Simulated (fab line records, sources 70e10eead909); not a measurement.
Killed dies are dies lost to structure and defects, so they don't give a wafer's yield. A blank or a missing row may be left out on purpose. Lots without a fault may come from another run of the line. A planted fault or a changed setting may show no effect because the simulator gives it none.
A struck lot beside a sound one | flow nand_harc | 20 steps out of a route of 1159
Sound: wafers L308.2, L308.3, L308.6. Struck: wafers L326.1, L326.4, L326.5. The cause comes at the end.
At each step with rows: each side's tool, then ch and its chambers, then its first start. Under that, the readings that differ: sound wafers | struck wafers | difference of the means | sigmas: that difference in standard deviations of wafers without a fault.
alike: readings whose means differ by less than 2 such deviations, and words and numbers that are the same on both sides. not compared: withheld readings, readings that some wafer has no value for, bounds like >300 that may hide the same value, and numbers for which the record gives no deviation and whose values overlap.
The two part at a step that has a row with sigmas, a row that says differs or no value, or rows on one side only. Numbers that don't overlap but have no deviation are shown without sigmas and don't part them. A reading that every wafer of one side lacks parts them only if that side has two wafers or more.

NHARC_P_CONTACT_CMP_24: polishes, t overpolish 30 s, target thk 200 nm.
  sound on cmp-02 ch 1,2, day 5 17:56; struck on cmp-01 ch 0,3, day 10 01:18
  alike: motor_current_A, overpolish_run_s, time_to_endpoint_s
then, 1 step without rows for these wafers: NHARC_P_CONTACT_SRD_26.
NHARC_P_CONTACT_INSPECT_27:
  sound on defect_inspect-01, day 5 18:20; struck on defect_inspect-01, day 10 01:43
  alike: raw_defect_count
then, 8 steps without rows for these wafers: NHARC_P_M0_DEP_00 (deposits SiOC, target thk 150 nm); NHARC_P_M0_DEHYDRATE_01 (time 120 s); NHARC_P_M0_HMDS_02 (time 30 s); NHARC_P_M0_COAT_33 (time 65 s); NHARC_P_M0_COAT_03 (resist thk 90 nm); NHARC_P_M0_SOFTBAKE_04 (time 55 s); NHARC_P_M0_EBR_05; NHARC_P_M0_EXPOSE_06 (exposes mask P M0, target cd 90 nm).
NHARC_P_M0_PEB_07: peb time 65 s.
  sound on litho_track-06 ch 0, day 5 19:10; struck on litho_track-01 ch 0, day 10 02:24
  reading                  | sound                | struck            | difference | sigmas
  heater_power_total_W (W) | 157.1 156.4 156.6    | 149.2 149.1 148.5 | -7.8       | -19
  plate_temp_C (C)         | 100.00 100.03 100.08 | 96.46 96.45 96.59 | -3.54      | -27
  alike: chill_plate_temp_C
then, 1 step without rows for these wafers: NHARC_P_M0_DEVELOP_08 (develop time 35 s).
NHARC_P_M0_CD_MEAS_09: target cd 90 nm.
  sound on cd_sem-02 ch 0, day 5 19:15; struck on cd_sem-02 ch 0, day 10 02:29
  reading    | sound          | struck         | difference | sigmas
  cd_nm (nm) | 89.6 90.3 89.8 | 75.2 75.3 75.9 | -14.4      | -26
NHARC_P_M0_OVL_MEAS_10: pitch 180 nm.
  sound on overlay-01, day 5 19:20; struck on overlay-01, day 10 02:34
  alike: overlay_x_nm, overlay_y_nm
NHARC_P_M0_INSPECT_11:
  sound on defect_inspect-02, day 5 19:22; struck on defect_inspect-02, day 10 02:36
  alike: raw_defect_count
NHARC_P_M0_DESCUM_14: chemistry O2, time 3 s.
  sound on rie_diel-05 ch 1,2,3, day 5 19:27; struck on rie_diel-12 ch 1,2, day 10 02:40
  reading               | sound             | struck          | difference | sigmas
  model.P_M0.cd_nm (nm) | 90.02 89.29 89.65 | 75.5 75.61 75.8 | -14.0      |
  alike: drypump_motor_current_A, oes_product_au, rf_vpp_V, showerhead_plenum_p_Torr, throttle_valve_pct
  not compared: rf_hours_counter_h
NHARC_P_M0_ETCH_34: etches the open film in N2/H2, target depth 40 nm, overetch 12 nm, time 43.94 s.
  sound on rie_diel-05 ch 1,2,3, day 5 19:31; struck on rie_diel-12 ch 0,1,3, day 10 02:45
  alike: drypump_motor_current_A, oes_product_au, rf_vpp_V, showerhead_plenum_p_Torr, throttle_valve_pct
  not compared: rf_hours_counter_h
NHARC_P_M0_ETCH_15: etches the open film in C4F8/Ar, target depth 150 nm, overetch 15 nm, time 82.5 s.
  sound on rie_diel-05 ch 0,1; struck on rie_diel-12 ch 1,3
  reading               | sound             | struck            | difference | sigmas
  oes_product_au (a.u.) | 0.929 0.922 0.922 | 0.974 0.967 0.981 | +0.050     | +2
  model.P_M0.cd_nm (nm) | 90.06 89.18 89.54 | 75.76 75.33 75.6  | -14.03     |
  alike: rf_vpp_V
  not compared: rf_hours_counter_h
NHARC_P_M0_CD_MEAS_16:
  sound on cd_sem-02, day 5 19:44; struck on cd_sem-01, day 10 02:58
  reading    | sound          | struck         | difference | sigmas
  cd_nm (nm) | 90.2 89.3 89.8 | 75.7 75.5 75.6 | -14.2      | -22

WHERE THEY PART
First at NHARC_P_M0_PEB_07; last, within this record, at NHARC_P_M0_CD_MEAS_16.

WHY: what the simulator had put in
Process parameter drift: litho_track-01, from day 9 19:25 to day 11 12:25, at NHARC_P_M0_PEB_07. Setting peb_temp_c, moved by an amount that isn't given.
